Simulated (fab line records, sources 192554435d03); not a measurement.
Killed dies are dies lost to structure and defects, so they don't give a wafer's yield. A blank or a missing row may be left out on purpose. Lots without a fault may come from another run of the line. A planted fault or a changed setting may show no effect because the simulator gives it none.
fab line records | flow n5_finfet
record lots=7 wafers=39
route steps=1938 shown BEOL_M7@1329 BEOL_M12@1602
start_h: hours from the record's first day to the start of the lot's first wafer shown | wait_h: hours since the lot's step before | " the same as in the row above | L1.1+2: a row that stands for several wafers | - no value, or no start given | * or withheld: withheld | < > ~ a bound
route shown NAME@n: a module of which the file shows steps, and the number in the route of the first | usual: mean/standard deviation of fault-free wafers | same: alike in all rows | chamber/n: place in a boat | sites: the reading at each site | _std_site: their standard deviation | _edge_site: outer sites' mean less inner sites' | radius_mm: how far each site lies from the wafer's centre | mask NAME#n: copy n | behind: the tool/chamber that last shaped the wafer | hold: why the lot was held/for how many hours/how that ended | device: the transistor (n, p or np) that didn't switch | end of line: the same wafers' tests at the end of the route | a step without rows: its recipe alone | killed: dies lost to structure and defects at the first sort, not the wafer's yield | map: a wafer's dies, x killed, . not, _ none there
set.NAME: the setting as run; set.NAME@STEP: as run at that earlier step | model.NAME: the simulator's own value behind a step, which no gauge read
lots whose settings were changed on purpose; a table a step, a row a wafer
## steps
# step N5_BEOL_M7_DEP_56
# recipe material=SiCN target_thk_a=100 temp_c=withheld precursor=3MS/NH3 pressure_torr=3 rf_w=202 time_s=17.5
# columns lot.wafer tool chamber start_h wait_h set.target_thk_a model.SiCN_of_BEOL_M7_DEP_56.thk_nm
L075.1+5 pecvd-01 1,0 223.58 0.0 100 9.8
L075.2+3 " 2,0 " " 154.1 15.2
L075.4 " 1 " " 154.1 15.4
L075.6 " 2 " " 100 10
L077.1+3 pecvd-01 1,2 273.92 0.0 100 9.8
L077.2+5+6 " 0,1,2 " " 45.2 4.4
L077.4 " 0 " " 100 10
L080.1 pecvd-02 0 293.32 0.0 73.4 7.2
L080.2+5 " 1,2 " " 100 10.2
L080.3+4 " 2,0 " " 73.4 7.4
L080.6 " 1 " " 100 10
L083.2+4+6 pecvd-01 0,1,0 318.55 0.0 100 10
L085.1+3+5 pecvd-01 1,0,0 328.31 0.0 41.58 4.2
L085.2+6 " 2,1 " " 100 9.8
L085.4 " 2 " " 100 10.2
L087.1 pecvd-02 1 330.85 0.0 100 9.8
L087.2 " 2 " " 100 10
L087.3+6 " 0 " " 62.19 6
L087.4 " 2 " " 100 10.2
L087.5 " 1 " " 62.19 6.2
L094.1 pecvd-04 0 371.70 0.0 115.6 11.4
L094.2 " 1 " " 100 10
L094.3+4 " 2 " " 115.6 11.6
L094.5+6 " 1,0 " " 100 10.2
# step N5_BEOL_M12_ILD_DEP_00
# recipe material=SiOC target_thk_a=6589.2 temp_c=350 precursor=DEMS/O2 pressure_torr=5 rf_w=500 time_s=130.7
# columns lot.wafer tool chamber start_h wait_h set.target_thk_a model.SiOC_of_BEOL_M12_ILD_DEP_00.thk_nm
L075.1 pecvd-03 0 257.21 0.0 5517 551.6
L075.2 " 2 " " 6589.2 665
L075.3 " 1 " " 6589.2 660.4
L075.4 " 1 " " 5517 559.6
L075.5 " 2 " " 5517 562.8
L075.6 " 0 " " 6589.2 663
L077.1 pecvd-01 1 311.39 0.0 6589.2 647.8
L077.2 " 0 " " 9524 941.2
L077.3 " 2 " " 9524 940.6
L077.4 " 1 " " 6589.2 667.6
L077.5 " 0 " " 9524 955.4
L077.6 " 2 " " 6589.2 653.8
L080.1 pecvd-03 1 328.68 0.0 5080 503
L080.2 " 0 " " 5080 490.6
L080.3 " 2 " " 6589.2 664.8
L080.4 " 2 " " 5080 515.4
L080.5 " 1 " " 6589.2 666.2
L080.6 " 0 " " 6589.2 645.4
L083.2 pecvd-02 1 356.09 0.0 6589.2 654.4
L083.4 " 2 " " 6589.2 673.4
L083.6 " 0 " " 6589.2 660
L085.1 pecvd-01 1 366.24 0.0 6589.2 663.4
L085.2 " 2 " " 4593 453.2
L085.3 " 0 " " 6589.2 652.4
L085.4 " 0 " " 6589.2 666.4
L085.5 " 1 " " 4593 473.4
L085.6 " 2 " " 4593 462.4
L087.1 pecvd-03 1 368.63 0.0 6589.2 647.4
L087.2 " 0 " " 6589.2 639.4
L087.3 " 2 " " 6589.2 653.2
L087.4 " 0 " " 10010 991.6
L087.5 " 2 " " 10010 1008
L087.6 " 1 " " 10010 1005
L094.1 pecvd-03 1 414.88 0.0 6589.2 658.6
L094.2 " 2 " " 6589.2 653.8
L094.3 " 0 " " 6589.2 650.6
L094.4 " 1 " " 6589.2 670.4
L094.5 " 0 " " 6589.2 654.2
L094.6 " 2 " " 6589.2 668
# step N5_BEOL_M12_THK_MEAS_01
# recipe reads=SiOC_of_BEOL_M12_ILD_DEP_00
# usual M12_ILD_THK=658/9.5
# columns lot.wafer tool chamber start_h wait_h set.target_thk_a@BEOL_M12_ILD_DEP_00 M12_ILD_THK[nm]
L075.1 film_metro-01 - 257.34 0.1 5517 551
L075.2 " - " " 6589.2 665
L075.3 " - " " 6589.2 661
L075.4 " - " " 5517 560
L075.5 " - " " 5517 563
L075.6 " - " " 6589.2 663
L077.1 film_metro-01 - 311.52 0.1 6589.2 648
L077.2 " - " " 9524 941
L077.3 " - " " 9524 940
L077.4 " - " " 6589.2 668
L077.5 " - " " 9524 955
L077.6 " - " " 6589.2 654
L080.1 film_metro-01 - 328.82 0.1 5080 503
L080.2 " - " " 5080 491
L080.3 " - " " 6589.2 665
L080.4 " - " " 5080 515
L080.5 " - " " 6589.2 666
L080.6 " - " " 6589.2 646
L083.2 film_metro-02 - 356.22 0.1 6589.2 654
L083.4 " - " " 6589.2 674
L083.6 " - " " 6589.2 660
L085.1 film_metro-01 - 366.37 0.1 6589.2 664
L085.2 " - " " 4593 453
L085.3 " - " " 6589.2 652
L085.4 " - " " 6589.2 667
L085.5 " - " " 4593 473
L085.6 " - " " 4593 462
L087.1 film_metro-02 - 368.76 0.1 6589.2 648
L087.2 " - " " 6589.2 639
L087.3 " - " " 6589.2 653
L087.4 " - " " 10010 992
L087.5 " - " " 10010 1008
L087.6 " - " " 10010 1004
L094.1 film_metro-02 - 415.01 0.1 6589.2 658
L094.2 " - " " 6589.2 654
L094.3 " - " " 6589.2 650
L094.4 " - " " 6589.2 670
L094.5 " - " " 6589.2 655
L094.6 " - " " 6589.2 668
# step N5_BEOL_M12_COAT_58
# recipe resist=BARC temp_c=205 time_s=60 spin_rpm=1500 resist_thk_nm=89
# step N5_BEOL_M12_COAT_04
# recipe spin_rpm=1625 resist_thk_nm=400
# step N5_BEOL_M12_DESCUM_15
# recipe chemistry=O2 time_s=7.9 source_power_w=50 bias_power_w=20 pressure_mtorr=20 rf_frequency_hz=2.712e+07 temp_c=40 o2_flow_sccm=225
# step N5_BEOL_M12_ETCH_59
# recipe chemistry=N2/H2 target=BARC target_depth_a=890 overetch_a=267 time_s=67.9 ion_energy_ev=200 pressure_mtorr=30 source_w=840 bias_w=150 n2_flow_sccm=200 h2_flow_sccm=200
# step N5_BEOL_M12_VIA_ETCH_16
# recipe chemistry=C4F8/O2/Ar target=SiOC pressure_mtorr=30 source_w=3000 bias_w=700 Ar_flow_sccm=400 C4F8_flow_sccm=15 O2_flow_sccm=8 he_inner_torr=15 he_outer_torr=30 target_depth_a=7248 time_s=withheld ion_energy_ev=250 ends=cleared
# columns lot.wafer tool chamber start_h wait_h set.target_thk_a@BEOL_M12_ILD_DEP_00 model.etch.depth_nm model.coat_of_BEOL_M12_COAT_04.thk_nm
L075.1 rie_diel-03 3 257.82 0.0 5517 551.5 154
L075.2 " 1 " " 6589.2 664.9 120.6
L075.3 " 0 " " 6589.2 660.5 123
L075.4 " 2 " " 5517 559.6 150.4
L075.5 " 0 " " 5517 562.7 151.4
L075.6 " 1 " " 6589.2 663.1 122.2
L077.1 rie_diel-01 2 312.12 0.0 6589.2 647.8 129.4
L077.2 " 3 " " 9524 941.2 42.8
L077.3 " 0 " " 9524 940.6 43.2
L077.4 " 1 " " 6589.2 667.7 119
L077.5 " 1 " " 9524 955.5 36
L077.6 " 0 " " 6589.2 653.8 129.4
L080.1 rie_diel-01 3 329.46 0.0 5080 503 169
L080.2 " 2 " " 5080 490.6 175.6
L080.3 " 1 " " 6589.2 664.7 120.2
L080.4 " 0 " " 5080 515.5 168
L080.5 " 2 " " 6589.2 666.2 123.8
L080.6 " 1 " " 6589.2 645.5 125.8
L083.2 rie_diel-03 2 356.83 0.0 6589.2 654.3 121.4
L083.4 " 1 " " 6589.2 673.4 119.4
L083.6 " 1 " " 6589.2 660 122.8
L085.1 rie_diel-01 2 366.85 0.0 6589.2 663.3 121.8
L085.2 " 3 " " 4593 453.2 183.4
L085.3 " 0 " " 6589.2 652.3 128.4
L085.4 " 1 " " 6589.2 666.4 117
L085.5 " 2 " " 4593 473.5 176.6
L085.6 " 1 " " 4593 462.4 180
L087.1 rie_diel-05 2 369.47 0.0 6589.2 647.4 123.8
L087.2 " 3 " " 6589.2 639.3 129.6
L087.3 " 1 " " 6589.2 653.2 127.4
L087.4 " 0 " " 10010 991.5 26.2
L087.5 " 2 " " 10010 1008 18.2
L087.6 " 1 " " 10010 1005 23
L094.1 rie_diel-05 2 415.84 0.0 6589.2 658.6 119.4
L094.2 " 1 " " 6589.2 653.7 125
L094.3 " 0 " " 6589.2 650.7 126.4
L094.4 " 3 " " 6589.2 670.4 119.8
L094.5 " 2 " " 6589.2 654.2 121.6
L094.6 " 1 " " 6589.2 668 120.2
# step N5_BEOL_M12_STRIP_63
# recipe chemistry=N2/H2 power_w=1000 temp_c=250 h2_frac=0.65 overash_fraction=0.3 pressure_mtorr=1000 n2_flow_sccm=1750 h2_flow_sccm=3250
# usual strip_time_to_endpoint_s=42.6/0.99
# columns lot.wafer tool chamber start_h wait_h set.target_thk_a@BEOL_M12_ILD_DEP_00 strip_time_to_endpoint_s
L075.1 plasma_asher-02 1 258.02 - 5517 50.7
L075.2 " 0 " " 6589.2 41.9
L075.3 " 0 " " 6589.2 42.5
L075.4 " 1 " " 5517 49.8
L075.5 " 0 " " 5517 50.0
L075.6 " 1 " " 6589.2 42.3
L077.1 plasma_asher-02 0 312.32 - 6589.2 44.2
L077.2 " 1 " " 9524 19.3
L077.3 " 1 " " 9524 19.5
L077.4 " 0 " " 6589.2 41.4
L077.5 " 0 " " 9524 17.1
L077.6 " 1 " " 6589.2 44.2
L080.1 plasma_asher-01 1 329.66 - 5080 54.6
L080.2 " 0 " " 5080 56.3
L080.3 " 0 " " 6589.2 41.7
L080.4 " 1 " " 5080 54.4
L080.5 " 0 " " 6589.2 42.7
L080.6 " 1 " " 6589.2 43.2
L083.2 plasma_asher-01 1 357.03 - 6589.2 42.0
L083.4 " 1 " " 6589.2 41.5
L083.6 " 0 " " 6589.2 42.4
L085.1 plasma_asher-01 1 367.05 - 6589.2 42.2
L085.2 " 0 " " 4593 58.4
L085.3 " 1 " " 6589.2 43.9
L085.4 " 0 " " 6589.2 40.9
L085.5 " 1 " " 4593 56.6
L085.6 " 0 " " 4593 57.4
L087.1 plasma_asher-01 1 369.67 - 6589.2 42.7
L087.2 " 0 " " 6589.2 44.3
L087.3 " 1 " " 6589.2 43.7
L087.4 " 0 " " 10010 13.7
L087.5 " 1 " " 10010 10.8
L087.6 " 0 " " 10010 12.6
L094.1 plasma_asher-02 0 416.04 - 6589.2 41.5
L094.2 " 1 " " 6589.2 43.0
L094.3 " 1 " " 6589.2 43.4
L094.4 " 0 " " 6589.2 41.6
L094.5 " 1 " " 6589.2 42.1
L094.6 " 0 " " 6589.2 41.8
# step N5_BEOL_M12_ETCH_68
# recipe chemistry=N2/H2 target=SOC mask_material=SiARC source_w=3000 bias_w=350 temp_c=40 time_s=285 ion_energy_ev=200 pressure_mtorr=30 n2_flow_sccm=200 h2_flow_sccm=200
# columns lot.wafer tool chamber start_h wait_h set.target_depth_a model.SiARC_of_BEOL_M12_COAT_66.thk_nm
L075.1 rie_diel-03 2 259.14 0.1 2866 97.4
L075.2 " 3 " " 5700 85
L075.3 " 0 " " 5700 85.6
L075.4 " 1 " " 2866 98
L075.5 " 1 " " 5700 86.2
L075.6 " 2 " " 2866 97.6
L077.1 rie_diel-03 3 313.25 0.1 2648 98.8
L077.2 " 1 " " 5700 86.6
L077.3 " 2 " " 5700 86
L077.4 " 0 " " 2648 99
L077.5 " 0 " " 2648 99.2
L077.6 " 3 " " 5700 86.2
L080.1 rie_diel-01 3 331.11 0.1 5700 86.8
L080.2 " 1 " " 5700 85.4
L080.3 " 0 " " 5700 85.8
L080.4 " 3 " " 5700 86.6
L080.5 " 0 " " 5700 86.4
L080.6 " 1 " " 5700 85.6
L083.2 rie_diel-03 2 357.91 0.1 5700 85.2
L083.4+6 " 1,0 " " 5700 86.2
L085.1+2 rie_diel-03 0,3 367.85 0.1 2521 100
L085.3 " 2 " " 2521 99.6
L085.4+6 " 1 " " 5700 86.8
L085.5 " 2 " " 5700 86.4
L087.1 rie_diel-03 2 370.65 0.1 5700 85.2
L087.2 " 3 " " 7822 76.4
L087.3 " 0 " " 7822 77
L087.4 " 1 " " 5700 86.2
L087.5 " 0 " " 7822 76.8
L087.6 " 3 " " 5700 85.6
L094.1+5 rie_diel-01 0,3 416.84 0.1 5700 86.8
L094.2 " 2 " " 7895 75.8
L094.3 " 3 " " 7895 77.8
L094.4 " 1 " " 7895 76.6
L094.6 " 2 " " 5700 85.6
## key
split step=N5_BEOL_M7_DEP_56 setting=target_thk_a stated=100 by=wafer
response step=N5_BEOL_M7_DEP_56 reading=model.SiCN_of_BEOL_M7_DEP_56.thk_nm change=+0.0999 per=1% r=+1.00
split step=N5_BEOL_M12_ILD_DEP_00 setting=target_thk_a stated=6589.2 by=wafer
response step=N5_BEOL_M12_ILD_DEP_00 reading=model.SiOC_of_BEOL_M12_ILD_DEP_00.thk_nm change=+6.67 per=1% r=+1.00
response step=N5_BEOL_M12_THK_MEAS_01 reading=M12_ILD_THK change=+6.67 per=1% r=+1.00
response step=N5_BEOL_M12_VIA_ETCH_16 reading=model.etch.depth_nm change=+6.67 per=1% r=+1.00
response step=N5_BEOL_M12_VIA_ETCH_16 reading=model.coat_of_BEOL_M12_COAT_04.thk_nm change=-1.96 per=1% r=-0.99
response step=N5_BEOL_M12_STRIP_63 reading=strip_time_to_endpoint_s change=* per=1% r=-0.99
split step=N5_BEOL_M12_ETCH_68 setting=target_depth_a stated=5700 by=wafer
response step=N5_BEOL_M12_ETCH_68 reading=model.SiARC_of_BEOL_M12_COAT_66.thk_nm change=-0.241 per=1% r=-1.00
